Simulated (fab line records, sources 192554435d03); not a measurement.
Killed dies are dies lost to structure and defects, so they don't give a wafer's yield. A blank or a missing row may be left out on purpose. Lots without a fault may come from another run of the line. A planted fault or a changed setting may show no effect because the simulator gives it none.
Split-lot experiment | flow n5_finfet | 7 lots, 21 wafers read, on a route of 1938 steps

THE SPLIT
At N5_BEOL_M13_ETCH_67 (etches SiARC in CF4, target depth 143 nm, time 238.3 s), the setting bias_w was moved away from the recipe's 36 W on 7 of the 21 wafers read, by -17.4% to +16.9%. The other wafers ran this setting at the recipe's value.

The reading is taken at the split's own step.

THE READING
rf_vpp_V, in V, at N5_BEOL_M13_ETCH_67 (etches SiARC in CF4, target depth 143 nm, time 238.3 s). Fault-free wafers of this fab line usually give 184.0 V, standard deviation 1.3 V.

wafer  | tool, chamber at the split | bias_w as run, W | against the recipe | rf_vpp_V, V | against lot-mates on the recipe
L074.1 | rie_diel-01, 1             | 42.1             | +16.9%             | 202.5       | +19.4
L074.4 | rie_diel-01, 3             | 36               | recipe             | 183.1       | -
L074.5 | rie_diel-01, 0             | 42.1             | +16.9%             | 200.2       | +17.1
L080.2 | rie_diel-06, 0             | 31.19            | -13.4%             | 168.4       | -13.9
L080.3 | rie_diel-06, 1             | 36               | recipe             | 182.3       | -
L080.6 | rie_diel-06, 3             | 31.19            | -13.4%             | 168.1       | -14.2
L089.2 | rie_diel-01, 1             | 29.74            | -17.4%             | 163.0       | -22.5
L089.4 | rie_diel-01, 2             | 36               | recipe             | 185.5       | -
L089.5 | rie_diel-01, 0             | 29.74            | -17.4%             | 162.1       | -23.4
L088.1 | rie_diel-06, 3             | 36               | recipe             | 182.8       | -
L088.3 | rie_diel-06, 1             | 36               | recipe             | 181.2       | -
L088.4 | rie_diel-06, 0             | 36               | recipe             | 185.2       | -
L091.1 | rie_diel-04, 3             | 36               | recipe             | 185.3       | -
L091.2 | rie_diel-04, 1             | 36               | recipe             | 184.1       | -
L091.4 | rie_diel-04, 2             | 36               | recipe             | 186.6       | -
L090.1 | rie_diel-06, 2             | 36               | recipe             | 185.6       | -
L090.4 | rie_diel-06, 0             | 36               | recipe             | 185.1       | -
L090.6 | rie_diel-06, 2             | 41.18            | +14.4%             | 202.8       | +17.5
L095.2 | rie_diel-04, 1             | 36               | recipe             | 185.2       | -
L095.4 | rie_diel-04, 3             | 36               | recipe             | 184.3       | -
L095.5 | rie_diel-04, 1             | 36               | recipe             | 185.2       | -

THE FIT
A straight line over all 21 wafers: rf_vpp_V changes by +1.16 V for each +1% of bias_w; r = +0.99; the points scatter about the line by 1.7 V.
The same after taking each lot's own level away (the mean of its wafers on the recipe; 21 wafers): +1.17 V for each +1%; r = +0.99; scatter 1.4 V.
On that fit, the largest move of bias_w shifts the reading by 20 V.
The lots' own levels span 182.30 to 185.50 V, that is 2.5 times the standard deviation above.
So the lot-to-lot level changes the slope little: the two slopes agree.
Check: with one of the wafers moved furthest among these (-17.4%) left out of the fit, the line predicts -20.1 V for it against its lot-mates. It came out at -22.5 V against them.
Tool readings at the split's step, against how far the setting was moved: rf_vpp_V r = +0.99.

OTHER SPLITS ON THESE WAFERS
These wafers also went through other splits before the reading. Each is held against what the fit with the lots' levels taken away leaves over:
other split on the same wafers | wafers away from the commonest value | r with rf_vpp_V (lot level and that fit taken away)
N5_BEOL_M11_DESCUM_16 time_s   | 9                                    | +0.23
N5_BEOL_M12_SPUTTER_43 power_w | 4                                    | +0.09

THE FILE'S OWN FIT
rf_vpp_V changes by +1.18 V for each +1% of bias_w, r = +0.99.
